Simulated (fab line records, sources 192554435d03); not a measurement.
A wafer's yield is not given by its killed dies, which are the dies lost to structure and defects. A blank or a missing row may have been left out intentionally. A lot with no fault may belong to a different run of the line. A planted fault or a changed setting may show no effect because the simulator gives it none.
A lot that was struck, set against a sound lot || flow n5-finfet || 37 steps out of a route of 1938
Sound: these wafers, L750.2, L750.3, L750.4. Wafers struck: L754.1, L754.2, L754.4. The cause comes at the end.
Order at every step that has rows: each side's tool, ch and its chambers, its first start. Under that, the readings that differ: sound wafers || struck wafers || difference of the means || sigmas: that difference in standard deviations of wafers without a fault.
alike: same words and numbers on both sides, and readings whose means sit less than 2 such deviations apart. not compared: any withheld reading, any reading some wafer has no value for, any bound like >300 that may hide the same value, and any number with overlapping values for which the record gives no deviation.
Wherever a step has rows on one side only, a row that says differs or no value, or a row with sigmas, the two part there. When numbers do not overlap yet have no deviation, they are printed without sigmas and do not part them. A reading that every wafer of one side lacks parts them only if that side has two wafers or more.

first, 9 steps without rows for these wafers: N5_WELL_APT_COAT_19 (resist thk 950 nm); N5_WELL_APT_EBR_21; N5_WELL_APT_SOFTBAKE_20 (time 60 s); N5_WELL_APT_EXPOSE_22 (exposes mask PWELL, defocus 0 nm, target cd 200 nm); N5_WELL_APT_PEB_23 (peb time 90 s); N5_WELL_APT_DEVELOP_24 (develop time 45 s); N5_WELL_APT_HARDBAKE_29 (time 120 s); N5_WELL_APT_DESCUM_30 (chemistry O2, time 7.9 s); N5_WELL_APT_IMPLANT_31.
N5_WELL_APT_IMPLANT_32:
  sound on implanter-02 ch 0, day 4 09:49; struck on implanter-02 ch 0, day 5 09:38
{"reading": "beam-energy-keV", "sound": "49.990 50.000 49.986", "struck": "69.558 69.580 69.562", "difference": "+19.575", "sigmas": "+99 or more"}
{"reading": "model.implant.rp-nm (nm)", "sound": "38.36 38.36 38.36", "struck": "53.78 53.78 53.78", "difference": "+15.42", "sigmas": ""}
{"reading": "model.implant.drp-nm (nm)", "sound": "18.55 18.55 18.55", "struck": "23.68 23.68 23.68", "difference": "+5.13", "sigmas": ""}
  alike: dose-ions-cm2
then, 25 steps without rows for these wafers: N5_WELL_APT_STRIP_33 (strips in SPM, time 900 s); N5_WELL_APT_RTA_34 (time 10 s); N5_WELL_APT_OXIDE_STRIP_42 (strips SiO2 in dHF, time 45 s, target depth 12 nm); N5_WELL_APT_PRECLEAN_36 (cleans in O3/DIW, time 45 s); N5_WELL_APT_PRECLEAN_39 (cleans in dHF, time 60 s); N5_WELL_APT_SRD_37 (time 30 s); N5_WELL_APT_EPI_41 (deposits Si from SiH4/H2, target thk 50 nm, time 297.7 s); N5_PMOS_HMC_CHANNEL_EPI_HM_DEP_34 (deposits SiO2 from TEOS/O2, target thk 36 nm, time 6.9 s); N5_PMOS_HMC_CHANNEL_EPI_COAT_31 (time 60 s, resist thk 66 nm); N5_PMOS_HMC_CHANNEL_EPI_COAT_03 (resist thk 205 nm); N5_PMOS_HMC_CHANNEL_EPI_EBR_05; N5_PMOS_HMC_CHANNEL_EPI_SOFTBAKE_04 (time 60 s); N5_PMOS_HMC_CHANNEL_EPI_EXPOSE_06 (exposes mask PMOS HMC BLK, target cd 240 nm); N5_PMOS_HMC_CHANNEL_EPI_PEB_07 (peb time 60 s); N5_PMOS_HMC_CHANNEL_EPI_DEVELOP_08 (develop time 30 s); N5_PMOS_HMC_CHANNEL_EPI_DESCUM_14 (chemistry O2, time 7.9 s); N5_PMOS_HMC_CHANNEL_EPI_ETCH_32 (etches BARC in N2/H2, stops on SiO2, target depth 85.8 nm, time 50.3 s); N5_PMOS_HMC_CHANNEL_EPI_HM_OPEN_15 (chemistry CHF3/O2, target SiO2, target depth 40.6 nm, time 20.3 s); N5_PMOS_HMC_CHANNEL_EPI_STRIP_33 (strips in N2/H2); N5_PMOS_HMC_CHANNEL_EPI_STRIP_17 (strips in SPM, time 750 s); N5_PMOS_HMC_CHANNEL_EPI_ETCH_38 (etches SiO2 in CF4, target depth 1.5 nm); N5_PMOS_HMC_CHANNEL_EPI_FIN_RECESS_16 (chemistry HBr/Cl2, target Si, target depth 54 nm, time 18 s); N5_PMOS_HMC_CHANNEL_EPI_PRECLEAN_36 (cleans in O3/DIW, time 45 s); N5_PMOS_HMC_CHANNEL_EPI_PRECLEAN_18 (cleans in DHF, time 30 s); N5_PMOS_HMC_CHANNEL_EPI_SRD_19 (time 30 s).
-- record jumps: 7 days separate the struck wafers' starts on either side; left off in module PMOS_HMC_CHANNEL_EPI, taken up again in module BEOL_M4, whose first shown step is the route's number 1111 --
N5_BEOL_M4_RC_MEAS_101:
  sound on prober-01 ch 0, day 10 19:34; struck on prober-01 ch 0, day 12 11:18
{"reading": "CJ_N", "sound": "4.37 4.62 4.57", "struck": "3.21 3.32 3.37", "difference": -1.22, "sigmas": -13}
{"reading": "RS_PWELL (ohm/sq)", "sound": "3000 3046 3027", "struck": "2725 2724 2708", "difference": -305, "sigmas": -13}
  alike: DIBL_N, DIBL_P, IOFF_N, IOFF_P, ION_N, ION_P, SS_N, SS_P, VT_N, VT_P
N5_PASSIVATION_PROBE_49:
  the record has rows for the sound wafers here (prober-02, day 15 13:29) and none for the struck ones

WHERE THEY PART
Last at N5_PASSIVATION_PROBE_49 as far as this record goes, first at N5_WELL_APT_IMPLANT_32.

WHY: what the simulator had put in
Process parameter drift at N5_WELL_APT_IMPLANT_32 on implanter-02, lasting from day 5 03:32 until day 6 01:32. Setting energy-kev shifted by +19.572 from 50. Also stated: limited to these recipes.
